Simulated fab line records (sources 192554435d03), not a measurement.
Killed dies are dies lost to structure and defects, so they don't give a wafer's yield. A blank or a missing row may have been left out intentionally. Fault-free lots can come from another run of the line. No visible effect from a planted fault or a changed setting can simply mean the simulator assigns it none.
Chamber matching -- flow n5 finfet -- N5_BEOL_M3_DEP_57 on pecvd-01 has 3 sister chambers
The step deposits SiCN from 3MS/NH3, target thk 8 nm, time 14 s. 6 wafers are shown with their chamber, then 10 later ones without.

WAFERS, EACH WITH ITS CHAMBER
wafer,chamber,throttle valve pct (%),showerhead plenum p Torr (Torr)
L092.2,1,9.5,3.663
L092.4,0,8.9,3.641
L092.5,2,8.6,3.653
L092.6,1,9.5,3.657
L093.2,2,8.7,3.650
L093.3,0,9.0,3.633

WAFERS WITH NO CHAMBER GIVEN
wafer,throttle valve pct (%),showerhead plenum p Torr (Torr)
L093.6,9.0,3.642
L094.1,9.0,3.635
L094.2,9.4,3.671
L094.4,9.5,3.657
L095.4,8.8,3.646
L095.5,9.5,3.659
L095.6,9.0,3.634
L096.1,9.2,3.635
L096.3,9.2,3.666
L096.5,8.9,3.640

WHICH CHAMBER EACH WENT THROUGH
wafer,from the rows above,in truth
L093.6,0,0
L094.1,0,0
L094.2,1,1
L094.4,1,1
L095.4,can't be placed: 2 or 0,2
L095.5,1,1
L095.6,0,0
L096.1,0,0
L096.3,1,1
L096.5,0,0
Correctly placed: 9 of 10. Unplaceable from these rows: 1, with the true chamber sitting among the candidates in 1. Placed wrongly: 0.
How it was worked out, from the rows above alone: a wafer's distance from a chamber is the root of the sum, over the readings, of the square of ((its reading less the chamber's mean) divided by the reading's scatter). The wafer belongs to the nearest chamber; if the next one is less than 2 further off, it can't be placed. For every chamber, the mean is computed from those of its wafers that are shown. The scatter: take each reading less its chamber's mean, square it, sum over the shown wafers, divide by the number of wafers less the number of chambers, and take the root.
